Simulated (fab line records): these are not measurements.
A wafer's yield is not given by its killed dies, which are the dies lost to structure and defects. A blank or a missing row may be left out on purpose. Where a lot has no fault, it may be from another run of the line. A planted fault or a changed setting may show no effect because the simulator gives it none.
Matching of chambers / flow nand-harc / NHARC_A_CONTACT_DEP_85 on pecvd-02 has 3 sister chambers
The step deposits SiON, target thk 60 nm. 3 wafers are shown with their chamber, then 8 later ones without.

## WAFERS, EACH WITH ITS CHAMBER
wafer=L090.1; chamber=1; heater-power-w (W)=800
wafer=L090.2; chamber=0; heater-power-w (W)=808
wafer=L092.1; chamber=2; heater-power-w (W)=807

## WAFERS WITH NO CHAMBER GIVEN
wafer=L092.3; heater-power-w (W)=872
wafer=L092.5; heater-power-w (W)=730
wafer=L093.3; heater-power-w (W)=748
wafer=L093.5; heater-power-w (W)=757
wafer=L093.6; heater-power-w (W)=738
wafer=L096.4; heater-power-w (W)=776
wafer=L096.5; heater-power-w (W)=715
wafer=L096.6; heater-power-w (W)=792

## WHICH CHAMBER EACH WENT THROUGH
wafer=L092.3; from the rows above=can't be placed: 0 or 2 or 1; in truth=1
wafer=L092.5; from the rows above=can't be placed: 1 or 2 or 0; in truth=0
wafer=L093.3; from the rows above=can't be placed: 1 or 2 or 0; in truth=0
wafer=L093.5; from the rows above=can't be placed: 1 or 2 or 0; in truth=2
wafer=L093.6; from the rows above=can't be placed: 1 or 2 or 0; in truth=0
wafer=L096.4; from the rows above=can't be placed: 1 or 2 or 0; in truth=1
wafer=L096.5; from the rows above=can't be placed: 1 or 2 or 0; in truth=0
wafer=L096.6; from the rows above=can't be placed: 1 or 2 or 0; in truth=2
Correct placement for 0 of the 8. Unplaceable from these rows: 8, with the true chamber sitting among the candidates in 8. Number placed wrongly: 0.
How it was worked out, from the rows above alone: a wafer's distance from a chamber is the root of the sum, over the readings, of the square of ((its reading less the chamber's mean) divided by the reading's scatter). The wafer belongs to the nearest chamber; if the next one is less than 2 further off, it can't be placed. Each chamber's mean is taken over the wafers shown for it. The scatter (one wafer shown for each chamber): square how far every hidden wafer sits from the nearest shown wafer, average those squares and take the square root.
